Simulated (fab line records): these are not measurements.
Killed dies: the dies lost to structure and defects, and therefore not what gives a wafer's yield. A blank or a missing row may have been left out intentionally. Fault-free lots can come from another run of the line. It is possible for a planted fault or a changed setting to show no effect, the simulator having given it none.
Chamber matching | flow nandHarc | rieDiel-03 running NHARC_P_GATE_DESCUM_61: 4 sister chambers
The step chemistry O2, time 3 s. 8 wafers are shown with their chamber, then 7 later ones without.

== EACH WAFER AND ITS CHAMBER ==
wafer  | chamber | drypumpMotorCurrentA (A) | rfVppV (V)
L369.5 | 1       | 5.5                      | 59.5
L371.3 | 2       | 5.4                      | 57.7
L370.6 | 3       | 6.3                      | 57.4
L372.2 | 2       | 5.3                      | 58.8
L372.5 | 0       | 5.4                      | 56.7
L372.6 | 3       | 6.4                      | 58.0
L377.2 | 0       | 5.4                      | 57.9
L377.4 | 1       | 5.6                      | 59.1

== WAFERS WHOSE CHAMBER IS MISSING ==
wafer  | drypumpMotorCurrentA (A) | rfVppV (V)
L377.5 | 5.4                      | 57.2
L381.4 | 6.4                      | 58.9
L381.5 | 5.4                      | 60.3
L381.6 | 6.4                      | 59.1
L385.2 | 6.4                      | 56.4
L385.4 | 5.4                      | 57.1
L385.6 | 5.6                      | 58.0

== EACH ONE'S CHAMBER ==
wafer  | from the rows above          | in truth
L377.5 | can't be placed: 0 or 2      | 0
L381.4 | 3                            | 3
L381.5 | can't be placed: 1 or 2 or 0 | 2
L381.6 | 3                            | 3
L385.2 | 3                            | 3
L385.4 | can't be placed: 0 or 2      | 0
L385.6 | can't be placed: 1 or 0 or 2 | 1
Placed correctly: 3 of 7. Unplaceable from these rows: 4, with the true chamber sitting among the candidates in 4. Number placed wrongly: 0.
How it was worked out, from the rows above alone: a wafer's distance from a chamber is the root of the sum, over the readings, of the square of ((its reading less the chamber's mean) divided by the reading's scatter). If the next closest chamber is less than 2 further off than the closest, the wafer can't be placed; otherwise it belongs to the closest. For every chamber, the mean is computed from those of its wafers that are shown. The scatter is the square root of a quotient: the sum, over the shown wafers, of each reading's squared deviation from its chamber's mean, divided by wafers minus chambers.
